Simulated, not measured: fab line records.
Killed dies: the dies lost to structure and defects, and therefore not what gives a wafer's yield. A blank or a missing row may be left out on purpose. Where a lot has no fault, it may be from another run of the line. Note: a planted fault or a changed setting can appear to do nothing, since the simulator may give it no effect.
The same fault as seen by 2 desks	flow n5Finfet	only its own numbers are on each desk; what lay behind them is given at the end

THE METROLOGY DESK
What the gauges read, lot by lot, whatever tool the lot ran on: means of the sampled wafers that have a number. Marked OUT: a lot whose mean sits more than 4 standard deviations from the usual mean, which makes it out of limits; the brackets give that distance. Shown here are 7 of its 11 readings, the ones lying furthest out on some lot.
Columns: A = M0_RS at N5_BEOL_M0_RS_MEAS_126, usual 0.528 ohm/sq; B = DIBL_P at N5_BEOL_M4_RC_MEAS_101, usual 36.5 mV/V; C = ION_N at N5_BEOL_M4_RC_MEAS_101, usual 678 uA/um; D = SS_N at N5_BEOL_M4_RC_MEAS_101, usual 71.6 mV/dec; E = SS_P at N5_BEOL_M4_RC_MEAS_101, usual 73.3 mV/dec; F = VT_N at N5_BEOL_M4_RC_MEAS_101, usual 249.2 mV; G = VT_P at N5_BEOL_M4_RC_MEAS_101, usual -249 mV
lot	first seen here	A	B	C	D	E	F	G
L444	day 10 00:31	0.517	37.0	682	71.3	73.4	249.1	-252
L445	day 10 00:50	0.542	35.5	676	71.5	72.9	248.0	-251
L451	day 12 05:43	0.535	35.6	674	71.3	72.6	249.9	-252
L454	day 12 09:48	0.518	38.4	685	72.0	73.3	246.0	-247
L458	day 13 19:25	0.531	34.4	691	71.4	73.0	247.6	-245
L457	day 13 19:36	0.506	35.7	672	71.0	73.1	251.0	-254
This desk's verdict: no lot among the 6 shows anything out of limits.

TOOL OWNER'S DESK, pecvd-03
The tool's own readings at N5_BEOL_M0_DEP_125 (deposits SiCN from 3MS/NH3, target thk 8 nm, time 14 s): means of the sampled wafers that have a number, for each lot that ran on this tool. Marked OUT: a lot whose mean sits more than 4 standard deviations from the usual mean, which makes it out of limits; the brackets give that distance.
Columns: A = showerheadPlenumPTorr at N5_BEOL_M0_DEP_125, usual 3.657 Torr; B = throttleValvePct at N5_BEOL_M0_DEP_125, usual 9.1 %
lot	first seen here	A	B
L444	day 10 00:26	3.659	9.4
L445	day 10 00:44	3.677	9.3
L451	day 12 05:38	3.646	8.6
L454	day 12 09:44	3.645	8.6
L458	day 13 19:20	3.652	9.0
This desk's verdict: no lot among the 5 shows anything out of limits.

PUT TOGETHER
Nothing out of limits was seen by the metrology desk.
The desk of the tool owner found nothing out of limits.

WHAT THE SIMULATOR HAD PUT IN
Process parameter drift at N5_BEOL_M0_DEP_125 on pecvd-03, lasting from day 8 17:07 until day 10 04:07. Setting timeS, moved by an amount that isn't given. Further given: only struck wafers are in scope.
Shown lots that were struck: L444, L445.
